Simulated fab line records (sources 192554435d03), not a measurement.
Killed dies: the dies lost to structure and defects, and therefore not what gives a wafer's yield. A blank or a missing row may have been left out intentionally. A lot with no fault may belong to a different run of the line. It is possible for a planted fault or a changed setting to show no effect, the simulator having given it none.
Matching of chambers / flow n5_finfet / 4 sister chambers for N5_FIN_CUT_STRIP_24 on rie_diel-03
The step strips in CF4. 16 wafers are shown with their chamber, then 8 later ones without.

== EACH WAFER AND ITS CHAMBER ==
wafer=L075.3; chamber=3; throttle_valve_pct (%)=13.76; showerhead_plenum_p_Torr (Torr)=1.80; rf_vpp_V (V)=269.8
wafer=L075.4; chamber=1; throttle_valve_pct (%)=13.91; showerhead_plenum_p_Torr (Torr)=1.85; rf_vpp_V (V)=272.8
wafer=L075.6; chamber=3; throttle_valve_pct (%)=13.74; showerhead_plenum_p_Torr (Torr)=1.80; rf_vpp_V (V)=270.4
wafer=L076.1; chamber=3; throttle_valve_pct (%)=13.78; showerhead_plenum_p_Torr (Torr)=1.80; rf_vpp_V (V)=270.0
wafer=L076.3; chamber=0; throttle_valve_pct (%)=13.45; showerhead_plenum_p_Torr (Torr)=1.78; rf_vpp_V (V)=271.0
wafer=L076.5; chamber=3; throttle_valve_pct (%)=13.76; showerhead_plenum_p_Torr (Torr)=1.80; rf_vpp_V (V)=269.9
wafer=L081.3; chamber=0; throttle_valve_pct (%)=13.45; showerhead_plenum_p_Torr (Torr)=1.77; rf_vpp_V (V)=270.7
wafer=L081.4; chamber=2; throttle_valve_pct (%)=13.73; showerhead_plenum_p_Torr (Torr)=1.85; rf_vpp_V (V)=274.2
wafer=L081.5; chamber=0; throttle_valve_pct (%)=13.45; showerhead_plenum_p_Torr (Torr)=1.77; rf_vpp_V (V)=270.9
wafer=L087.1; chamber=2; throttle_valve_pct (%)=13.75; showerhead_plenum_p_Torr (Torr)=1.85; rf_vpp_V (V)=272.9
wafer=L087.4; chamber=3; throttle_valve_pct (%)=13.82; showerhead_plenum_p_Torr (Torr)=1.79; rf_vpp_V (V)=271.2
wafer=L087.5; chamber=1; throttle_valve_pct (%)=13.94; showerhead_plenum_p_Torr (Torr)=1.84; rf_vpp_V (V)=272.3
wafer=L089.1; chamber=1; throttle_valve_pct (%)=13.96; showerhead_plenum_p_Torr (Torr)=1.84; rf_vpp_V (V)=271.6
wafer=L089.4; chamber=2; throttle_valve_pct (%)=13.75; showerhead_plenum_p_Torr (Torr)=1.85; rf_vpp_V (V)=271.1
wafer=L089.6; chamber=2; throttle_valve_pct (%)=13.76; showerhead_plenum_p_Torr (Torr)=1.85; rf_vpp_V (V)=272.1
wafer=L090.2; chamber=2; throttle_valve_pct (%)=13.78; showerhead_plenum_p_Torr (Torr)=1.85; rf_vpp_V (V)=272.6

SIGNATURES, as means of the wafers listed above
reading=throttle_valve_pct; chamber 0=13.4500; chamber 1=13.9367; chamber 2=13.7540; chamber 3=13.7720; scatter within a chamber=0.0229
reading=showerhead_plenum_p_Torr; chamber 0=1.7733; chamber 1=1.8433; chamber 2=1.8500; chamber 3=1.7980; scatter within a chamber=0.00422
reading=rf_vpp_V; chamber 0=270.867; chamber 1=272.233; chamber 2=272.580; chamber 3=270.260; scatter within a chamber=0.776
Rule: distance of a wafer from a chamber = root of the sum over the readings of ((wafer's reading minus chamber's mean) / reading's scatter) squared. If the next closest chamber is less than 2 further off than the closest, the wafer can't be placed; otherwise it belongs to the closest. The scatter is the square root of a quotient: the sum, over the shown wafers, of each reading's squared deviation from its chamber's mean, divided by wafers minus chambers.

== WAFERS WITH NO CHAMBER GIVEN ==
wafer=L090.4; throttle_valve_pct (%)=13.48; showerhead_plenum_p_Torr (Torr)=1.77; rf_vpp_V (V)=269.3
wafer=L090.5; throttle_valve_pct (%)=13.46; showerhead_plenum_p_Torr (Torr)=1.77; rf_vpp_V (V)=270.1
wafer=L091.2; throttle_valve_pct (%)=13.77; showerhead_plenum_p_Torr (Torr)=1.85; rf_vpp_V (V)=271.9
wafer=L091.5; throttle_valve_pct (%)=13.98; showerhead_plenum_p_Torr (Torr)=1.84; rf_vpp_V (V)=272.9
wafer=L091.6; throttle_valve_pct (%)=13.47; showerhead_plenum_p_Torr (Torr)=1.77; rf_vpp_V (V)=271.7
wafer=L095.1; throttle_valve_pct (%)=13.99; showerhead_plenum_p_Torr (Torr)=1.84; rf_vpp_V (V)=270.7
wafer=L095.3; throttle_valve_pct (%)=13.50; showerhead_plenum_p_Torr (Torr)=1.77; rf_vpp_V (V)=270.7
wafer=L095.4; throttle_valve_pct (%)=14.00; showerhead_plenum_p_Torr (Torr)=1.84; rf_vpp_V (V)=272.7

== CHAMBER TAKEN BY EACH ==
wafer=L090.4; from the rows above=0; in truth=0
wafer=L090.5; from the rows above=0; in truth=0
wafer=L091.2; from the rows above=2; in truth=2
wafer=L091.5; from the rows above=1; in truth=1
wafer=L091.6; from the rows above=0; in truth=0
wafer=L095.1; from the rows above=1; in truth=1
wafer=L095.3; from the rows above=0; in truth=0
wafer=L095.4; from the rows above=1; in truth=1
Correct placement for 8 of the 8. Not placeable from these rows: 0. Wrongly placed: 0.
